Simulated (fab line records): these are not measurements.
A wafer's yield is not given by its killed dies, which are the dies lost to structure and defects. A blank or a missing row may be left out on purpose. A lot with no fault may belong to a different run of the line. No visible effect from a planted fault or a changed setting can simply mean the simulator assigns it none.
fab line records | flow n5_finfet
record: lots: 7 | wafers: 19 | last_day: 18
route steps=1938 shown WELL_APT@27
lots with no fault: from the same line, run without faults
start_h: hours from the record's opening day to when the first of the lot's shown wafers began | wait_h: hours elapsed since this lot's preceding step | " same as the row above | L1.1+2: a single row standing in for several wafers | - no value present, or no start provided | * or withheld: withheld | < > ~ a bound
route shown NAME@n: names a module that has steps shown in the file, with the first one's number in the route | usual: the fault-free wafers' mean and standard deviation | same: alike in all rows | chamber/n: place in a boat | sites: per-site readings | _std_site: how widely they spread, as a standard deviation | _edge_site: inner sites' mean taken away from outer sites' mean | radius_mm: how far each site lies from the wafer's centre | mask NAME#n: copy n | behind: the last tool/chamber to shape the wafer | hold: cause of the lot's hold/its duration in hours/its outcome | device: which transistor (n, p or np) failed to switch | end of line: the same wafers' tests at the end of the route | a step given without rows: its recipe and nothing more | killed: count of dies lost to structure and defects at first sort (not the wafer's yield) | map: the dies of a wafer, with x for killed, . for not killed, _ for no die there
set.NAME: the setting that was run; set.NAME@STEP: the one run at that earlier step | model.NAME: the simulator's own value behind a step, which no gauge read
a table for each step, a row for each wafer; lots at some steps of the route
services: from which hour (start_h, from the record's first day; less than 0 if before it) a tool's chamber was out of use, for how many hours, and why
== steps ==
step: N5_WELL_APT_HARDBAKE_12
recipe: temp_c: 130 | time_s: 120
step: N5_WELL_APT_CD_MEAS_08
recipe: target_cd_nm: 200 | landing_energy_ev: 500 | detector: se_inlens
usual: cd_nm: 201/3.3
lot.wafer | tool      | chamber | start_h | wait_h | cd_nm
L679.3    | cd_sem-02 | 0       | 20.08   | -      | 198
L679.5    | "         | 0       | "       | "      | 198
L679.6    | "         | 0       | "       | "      | 199
L691.1    | cd_sem-02 | 0       | 91.95   | -      | 195
L691.4    | "         | 0       | "       | "      | 201
L691.5    | "         | 0       | "       | "      | 201
L695.3    | cd_sem-01 | 0       | 115.84  | -      | 203
L695.5    | "         | 0       | "       | "      | 205
L695.6    | "         | 0       | "       | "      | 202
L696.2    | cd_sem-03 | 0       | 121.63  | -      | 205
L696.5    | "         | 0       | "       | "      | 202
L696.6    | "         | 0       | "       | "      | 205
L697.2    | cd_sem-01 | 0       | 127.63  | -      | 196
L697.3    | "         | 0       | "       | "      | 198
L697.4    | "         | 0       | "       | "      | 197
L699.1    | cd_sem-02 | 0       | 139.86  | -      | 196
L699.5    | "         | 0       | "       | "      | 199
L701.1    | cd_sem-03 | 0       | 151.68  | -      | 202
L701.5    | "         | 0       | "       | "      | 199
step: N5_WELL_APT_OVL_MEAS_09
recipe: points_per_wafer: 44
usual: NWELL_OVL: 1/5
lot.wafer | tool       | chamber | start_h | wait_h | NWELL_OVL[nm]
L679.3    | overlay-02 | 0       | 20.10   | 0.0    | 3
L679.5    | "          | 0       | "       | "      | 6
L679.6    | "          | 0       | "       | "      | -4
L691.1    | overlay-02 | 0       | 91.98   | 0.0    | -4
L691.4    | "          | 0       | "       | "      | 2
L691.5    | "          | 0       | "       | "      | -4
L695.3    | overlay-02 | 0       | 115.86  | 0.0    | -2
L695.5    | "          | 0       | "       | "      | -1
L695.6    | "          | 0       | "       | "      | -5
L696.2    | overlay-01 | 0       | 121.66  | 0.0    | 10
L696.5    | "          | 0       | "       | "      | 0
L696.6    | "          | 0       | "       | "      | 8
L697.2    | overlay-01 | 0       | 127.66  | 0.0    | 3
L697.3    | "          | 0       | "       | "      | -3
L697.4    | "          | 0       | "       | "      | -1
L699.1    | overlay-02 | 0       | 139.89  | 0.0    | 1
L699.5    | "          | 0       | "       | "      | 7
L701.1    | overlay-01 | 0       | 151.71  | 0.0    | -5
L701.5    | "          | 0       | "       | "      | -8
step: N5_WELL_APT_INSPECT_10
recipe: mode: adi | inspect_instrument: macro
usual: raw_defect_count: 2.0/1.5
lot.wafer | tool              | chamber | start_h | wait_h | raw_defect_count
L679.3    | defect_inspect-02 | -       | 20.13   | 0.0    | 1
L679.5    | "                 | -       | "       | "      | 1
L679.6    | "                 | -       | "       | "      | 2
L691.1    | defect_inspect-01 | -       | 92.00   | 0.0    | 5
L691.4    | "                 | -       | "       | "      | 4
L691.5    | "                 | -       | "       | "      | 3
L695.3    | defect_inspect-01 | -       | 115.89  | 0.0    | 0
L695.5    | "                 | -       | "       | "      | 3
L695.6    | "                 | -       | "       | "      | 1
L696.2    | defect_inspect-01 | -       | 121.68  | 0.0    | 1
L696.5    | "                 | -       | "       | "      | 3
L696.6    | "                 | -       | "       | "      | 0
L697.2    | defect_inspect-01 | -       | 127.68  | 0.0    | 1
L697.3    | "                 | -       | "       | "      | 3
L697.4    | "                 | -       | "       | "      | 3
L699.1    | defect_inspect-01 | -       | 139.91  | 0.0    | 2
L699.5    | "                 | -       | "       | "      | 3
L701.1    | defect_inspect-01 | -       | 151.74  | 0.0    | 1
L701.5    | "                 | -       | "       | "      | 2
step: N5_WELL_APT_DESCUM_13
recipe: chemistry: O2 | time_s: 7.9 | source_power_w: 50 | bias_power_w: 20 | pressure_mtorr: 20 | rf_frequency_hz: 2.712e+07 | temp_c: 40 | o2_flow_sccm: 225
usual: bias_power_w: 20.00/0.063 | drypump_motor_current_A: 5.7/0.41 | oes_product_au: 0.75/0.079 | rf_vpp_V: 243.8/1.4 | showerhead_plenum_p_Torr: 2.13/0.066 | throttle_valve_pct: 20.48/0.18
lot.wafer | tool        | chamber | start_h | wait_h | bias_power_w | drypump_motor_current_A | oes_product_au | rf_hours_counter_h | rf_vpp_V | showerhead_plenum_p_Torr | throttle_valve_pct
L679.3    | rie_diel-04 | 1       | 20.42   | 0.3    | 19.92        | 5.4                     | 0.75           | 178                | 243.9    | 2.17                     | 20.45
L679.5    | "           | 3       | "       | "      | 20.14        | 5.3                     | 0.76           | -                  | 242.4    | 2.08                     | 20.57
L679.6    | "           | 0       | "       | "      | 19.97        | 5.3                     | 0.70           | -                  | 244.4    | 2.18                     | 20.78
L691.1    | rie_diel-06 | 3       | 92.07   | 0.1    | 19.91        | 5.7                     | 0.69           | 243                | 244.1    | 2.13                     | 20.28
L691.4    | "           | 1       | "       | "      | 19.89        | 6.5                     | 0.73           | 221                | 244.5    | 2.15                     | 20.33
L691.5    | "           | 2       | "       | "      | 19.86        | 6.4                     | 0.68           | -                  | 242.9    | 2.17                     | 20.60
L695.3    | rie_diel-04 | 3       | 115.92  | 0.0    | 20.01        | 5.3                     | 0.73           | 208                | 243.9    | 2.07                     | 20.63
L695.5    | "           | 2       | "       | "      | 20.02        | 5.8                     | 0.84           | -                  | 244.1    | 2.22                     | 20.52
L695.6    | "           | 3       | "       | "      | 19.94        | 5.4                     | 0.74           | -                  | 242.9    | 2.07                     | 20.63
L696.2    | rie_diel-06 | 2       | 121.72  | 0.0    | 20.08        | 6.3                     | 0.67           | 253                | 244.5    | 2.16                     | 20.63
L696.5    | "           | 1       | "       | "      | 19.96        | 6.4                     | 0.71           | -                  | 245.5    | 2.15                     | 20.35
L696.6    | "           | 0       | "       | "      | 20.04        | 5.3                     | 0.70           | -                  | 240.9    | 1.99                     | 20.44
L697.2    | rie_diel-04 | 1       | 127.80  | 0.1    | 20.12        | 5.4                     | 0.73           | 213                | 244.9    | 2.16                     | 20.51
L697.3    | "           | 0       | "       | "      | 19.96        | 5.3                     | 0.69           | 226                | 244.8    | 2.17                     | 20.86
L697.4    | "           | 3       | "       | "      | 20.01        | 5.3                     | 0.74           | 212                | 242.8    | 2.07                     | 20.61
L699.1    | rie_diel-06 | 0       | 139.99  | 0.1    | 19.93        | 5.3                     | 0.69           | 195                | 241.5    | 1.99                     | 20.46
L699.5    | "           | 0       | "       | "      | 19.91        | 5.4                     | 0.69           | -                  | 242.7    | 1.99                     | 20.46
L701.1    | rie_diel-05 | 0       | 151.77  | 0.0    | 19.95        | 5.3                     | 0.94           | 4                  | 242.5    | 2.06                     | 20.42
L701.5    | "           | 2       | "       | "      | 20.07        | 5.7                     | 0.78           | -                  | 245.3    | 2.20                     | 20.39
step: N5_WELL_APT_IMPLANT_14
recipe: species: P | energy_kev: 160 | dose_cm2: 1.5e+13 | tilt_deg: 0 | rotation_deg: 0
step: N5_WELL_APT_IMPLANT_15
recipe: species: As | energy_kev: 25 | dose_cm2: 1.5e+13 | tilt_deg: 0 | rotation_deg: 0
step: N5_WELL_APT_STRIP_16
recipe: chemistry: SPM | time_s: 900 | temp_c: 130 | h2so4_h2o2_vol_ratio: 4 | dry: ipa_marangoni
step: N5_WELL_APT_HMDS_18
recipe: time_s: 60 | temp_c: 120
step: N5_WELL_APT_COAT_19
recipe: spin_rpm: 1357 | resist_thk_nm: 950
step: N5_WELL_APT_EBR_21
recipe: solvent: PGMEA | ebr_width_mm: 1.5
step: N5_WELL_APT_SOFTBAKE_20
recipe: temp_c: 130 | time_s: 60
step: N5_WELL_APT_EXPOSE_22
recipe: mask_id: PWELL | na: 0.8 | source_shape: conventional | sigma_outer: 0.8 | polarization: unpolarized | defocus_nm: 0 | target_cd_nm: 200 | dose_mj: 23.2
usual: exposure_dose_mJ_cm2: 23.194/0.027 | focus_offset_nm: 0.0/0.61
lot.wafer | tool           | chamber | start_h | wait_h | mask    | exposure_dose_mJ_cm2 | focus_offset_nm
L679.3    | krf_scanner-01 | 0       | 21.42   | -      | PWELL#0 | 23.166               | -0.3
L679.5    | "              | 0       | "       | "      | PWELL#0 | 23.175               | -0.3
L679.6    | "              | 0       | "       | "      | PWELL#0 | 23.184               | -1.0
L691.1    | krf_scanner-01 | 0       | 92.93   | -      | PWELL#0 | 23.194               | 0.6
L691.4    | "              | 0       | "       | "      | PWELL#0 | 23.195               | -0.3
L691.5    | "              | 0       | "       | "      | PWELL#0 | 23.156               | 0.3
L695.3    | krf_scanner-02 | -       | 116.80  | -      | PWELL#0 | -                    | -
L695.5    | "              | -       | "       | "      | PWELL#0 | -                    | -
L695.6    | "              | -       | "       | "      | PWELL#0 | -                    | -
L696.2    | krf_scanner-01 | -       | 122.71  | -      | PWELL#0 | -                    | -
L696.5    | "              | -       | "       | "      | PWELL#0 | -                    | -
L696.6    | "              | -       | "       | "      | PWELL#0 | -                    | -
L697.2    | krf_scanner-01 | -       | 128.66  | -      | PWELL#0 | -                    | -
L697.3    | "              | -       | "       | "      | PWELL#0 | -                    | -
L697.4    | "              | -       | "       | "      | PWELL#0 | -                    | -
L699.1    | krf_scanner-01 | 0       | 141.01  | -      | PWELL#0 | 23.156               | -0.2
L699.5    | "              | 0       | "       | "      | PWELL#0 | 23.189               | 0.2
L701.1    | krf_scanner-02 | 0       | 152.75  | -      | PWELL#0 | 23.184               | 0.2
L701.5    | "              | 0       | "       | "      | PWELL#0 | 23.173               | 0.5
step: N5_WELL_APT_PEB_23
recipe: peb_temp_c: 130 | peb_time_s: 90
== services ==
tool           | chamber | start_h | hours | kind
rie_diel-04    | 2       | 4.62    | 4.7   | repair
rie_diel-05    | 2       | 6.96    | 11.9  | repair
rie_diel-06    | -       | 7.59    | 0.5   | repair
rie_diel-04    | 1       | 14.27   | 5.7   | repair
krf_scanner-01 | -       | 18.04   | 0.8   | pm
rie_diel-04    | 2       | 24.36   | 1.3   | repair
krf_scanner-01 | -       | 26.44   | 1.3   | pm
rie_diel-04    | 3       | 33.53   | 8.9   | repair
krf_scanner-01 | -       | 42.64   | 3.6   | pm
rie_diel-04    | 3       | 43.63   | 2.5   | repair
krf_scanner-02 | -       | 46.23   | 0.7   | repair
rie_diel-06    | 3       | 59.63   | 11.1  | repair
rie_diel-04    | 1       | 64.66   | 7.4   | repair
rie_diel-06    | 0       | 80.80   | 5.8   | repair
krf_scanner-02 | -       | 83.91   | 0.7   | repair
krf_scanner-02 | -       | 93.47   | 1.0   | pm
rie_diel-05    | 1       | 102.88  | 4.1   | repair
rie_diel-06    | 3       | 109.47  | -     | clean
krf_scanner-01 | -       | 112.08  | 0.4   | repair
krf_scanner-02 | -       | 119.22  | 0.5   | repair
krf_scanner-02 | -       | 122.16  | 1.3   | pm
krf_scanner-01 | 0       | 128.13  | -     | calibration
krf_scanner-01 | -       | 133.57  | 2.4   | repair
krf_scanner-02 | -       | 139.81  | 0.8   | pm
== key ==
first_sign: step: N5_WELL_APT_EXPOSE_22 | reading: tool_record | direction: missing
effect none on later readings
met_at N5_WELL_APT_EXPOSE_22
struck_wafers L695.3,L695.5,L695.6,L696.2,L696.5,L696.6,L697.2,L697.3,L697.4
later_rows_left_out L695.3,L695.5,L695.6,L696.2,L696.5,L696.6,L697.2,L697.3,L697.4
sort_left_out L695.3,L695.5,L695.6,L696.2,L696.5,L696.6,L697.2,L697.3,L697.4
onset_between 92.93 116.80
fault: kind: skipped_step_whole | tool: krf_scanner-01,krf_scanner-02 | chamber: - | onset_h: 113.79 | steps: N5_WELL_APT_EXPOSE_22 | scope: struck_lots_only
sort_left_out: the simulated sort isn't trusted on such a fault, so these wafers' sort isn't shown, and their yield isn't known
later_rows_left_out: the simulator's readings of these wafers behind a module that went badly wrong aren't trusted and aren't shown, but for the sort
